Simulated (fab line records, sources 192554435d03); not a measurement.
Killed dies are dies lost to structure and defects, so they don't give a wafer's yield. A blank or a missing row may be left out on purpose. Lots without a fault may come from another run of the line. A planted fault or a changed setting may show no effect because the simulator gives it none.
Which tool did it? | flow n5_finfet | 10 lots, 27 wafers sampled, at 4 steps of a route of 1938

WHAT THE GAUGES READ, wafer by wafer
N5_BEOL_M4_RC_MEAS_101.
lot  | measured     | on        | CJ_P
L363 | day 8 17:50  | prober-01 | 5.71 5.69 5.57
L366 | day 9 16:39  | prober-01 | 6.02 5.94
L367 | day 9 01:02  | prober-01 | 5.98 5.48
L368 | day 9 17:25  | prober-02 | 5.57 5.35 5.78
L370 | day 10 22:04 | prober-02 | 6.02 5.71 5.95
L371 | day 10 21:35 | prober-01 | 5.87 5.49 6.18
L372 | day 11 09:53 | prober-01 | 5.82 5.93 5.78
L374 | day 12 10:33 | prober-02 | 6.00 6.18
L376 | day 13 01:29 | prober-01 | 3.39 3.68 3.51
L377 | day 12 18:41 | prober-02 | 3.19 3.87 3.87

WHICH TOOL RAN EACH LOT (tool, then ch and the chambers of the sampled wafers, then the start)
lot  | N5_SD_EPI_P_SD_RECESS_17        | N5_BEOL_M4_ETCH_41                            | N5_BEOL_M4_SURFACE_TREAT_85
L363 | rie_si-06 ch 0,1,2, day 3 09:09 | rie_diel-04 ch 1,3, day 8 13:19 or earlier    | pvd_sputter-02, day 8 14:28
L366 | rie_si-01 ch 1,3, day 4 02:58   | rie_diel-01 ch 1,2, day 9 12:05 or earlier    | pvd_sputter-03, day 9 13:29
L367 | rie_si-01 ch 3, day 4 05:51     | rie_diel-01 ch 1, day 8 20:08 or earlier      | pvd_sputter-01, day 8 20:57
L368 | rie_si-01 ch 0,1,2, day 4 14:16 | rie_diel-03 ch 1,2, day 9 12:57 or earlier    | pvd_sputter-03, day 9 13:46
L370 | rie_si-06 ch 2,3, day 5 02:05   | rie_diel-01 ch 0,2,3, day 10 17:44 or earlier | pvd_sputter-01, day 10 18:32
L371 | rie_si-06 ch 0,1,3, day 5 10:11 | rie_diel-01 ch 1,3, day 10 17:10 or earlier   | pvd_sputter-03, day 10 18:18
L372 | rie_si-02 ch 0,2, day 5 14:30   | rie_diel-01 ch 1,2, day 11 06:11 or earlier   | pvd_sputter-01, day 11 06:38
L374 | rie_si-06 ch 0,1, day 6 02:29   | rie_diel-04 ch 0,3, day 12 06:52 or earlier   | pvd_sputter-02, day 12 07:19
L376 | rie_si-06 ch 1,2, day 6 15:18   | rie_diel-04 ch 0,1, day 12 21:15 or earlier   | pvd_sputter-03, day 12 22:14
L377 | rie_si-06 ch 1,2,3, day 6 21:06 | rie_diel-01 ch 1,2, day 12 14:35 or earlier   | pvd_sputter-03, day 12 15:13
- N5_SD_EPI_P_SD_RECESS_17: chemistry HBr/Cl2/O2, target depth 39.1 nm, bt time 3 s.
- N5_BEOL_M4_ETCH_41: etches SiCN in CH3F/O2, target depth 29.9 nm, time 52.5 s.
- N5_BEOL_M4_SURFACE_TREAT_85

THE ANSWER, worked out from the rows above alone
Rule: what is usual is taken from the lots themselves. Put in order of their means at a reading, lots are off if they are a third of the lots or fewer, leave a main group of 4 or more, and stand apart from it by a gap of 3 or more times the standard deviation of the main group's means; of several such gaps the widest counts. A main group whose means are all the same, to the digits that the tables above print for the reading, isn't used. A lot without any number at a reading at which 4 lots or more have one is off too. The other lots that the step has rows for count as sound.
Off: L376, L377, at N5_BEOL_M4_RC_MEAS_101 (CJ_P). The main group: mean 5.83, standard deviation 0.16.
A tool fits if, at a process step before that reading, it ran every lot that is off, and no sound lot after the first of them. The gauges at N5_BEOL_M4_RC_MEAS_101 are tried like those tools. N5_BEOL_M4_ETCH_41 gives no start for some lots, so the hours and the order of its lots are those of N5_BEOL_M4_CD_MEAS_35. Can't be told from this: 2 tools fit, rie_si-06 at N5_SD_EPI_P_SD_RECESS_17, pvd_sputter-03 at N5_BEOL_M4_SURFACE_TREAT_85.

WHAT THE SIMULATOR HAD PUT IN
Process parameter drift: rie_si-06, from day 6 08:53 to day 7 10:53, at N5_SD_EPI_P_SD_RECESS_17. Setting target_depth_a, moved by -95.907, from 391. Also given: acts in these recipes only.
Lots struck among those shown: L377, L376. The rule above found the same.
